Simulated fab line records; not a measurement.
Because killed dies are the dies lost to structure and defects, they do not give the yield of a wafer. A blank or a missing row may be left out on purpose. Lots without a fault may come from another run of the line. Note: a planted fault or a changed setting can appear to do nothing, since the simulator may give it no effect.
Matching of chambers	flow n5_finfet	N5_MOL_CONTACT_COAG_ALD_133 on ald_sin-03 has 4 sister chambers
The step deposits SiO2, target thk 5 nm, pulse time 1 s, co reactant pulse time 1 s. 8 wafers are shown with their chamber, then 7 later ones without.

## WAFERS PAIRED WITH THEIR CHAMBERS
wafer	chamber	heater_power_w (W)	precursor_pulse_height_rel
L074.3	3	80	1.023
L074.5	3	81	0.988
L083.1	1	76	1.004
L085.3	2	73	1.016
L085.5	2	71	0.976
L085.6	0	75	1.019
L088.2	0	76	0.996
L088.4	1	77	1.001

## WAFERS WITHOUT THEIR CHAMBER
wafer	heater_power_w (W)	precursor_pulse_height_rel
L088.6	80	0.989
L090.1	80	1.024
L090.2	76	1.031
L090.3	74	1.012
L097.3	74	0.981
L097.5	76	1.007
L097.6	82	1.011

## CHAMBER TAKEN BY EACH
wafer	from the rows above	in truth
L088.6	3	3
L090.1	3	3
L090.2	can't be placed: 0 or 1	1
L090.3	can't be placed: 0 or 2 or 1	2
L097.3	can't be placed: 0 or 2 or 1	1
L097.5	can't be placed: 0 or 1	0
L097.6	3	3
Correct placement for 3 of the 7. Not placeable from these rows: 4 (in 4, the candidates include the true chamber). Wrongly placed: 0.
How it was worked out, from the rows above alone: a wafer's distance from a chamber is the root of the sum, over the readings, of the square of ((its reading less the chamber's mean) divided by the reading's scatter). If the next closest chamber is less than 2 further off than the closest, the wafer can't be placed; otherwise it belongs to the closest. A chamber's mean is the mean of its shown wafers. How the scatter is found: for the shown wafers, subtract from each reading the mean of its chamber, square and add these, divide the total by (wafers less chambers), then take the root.
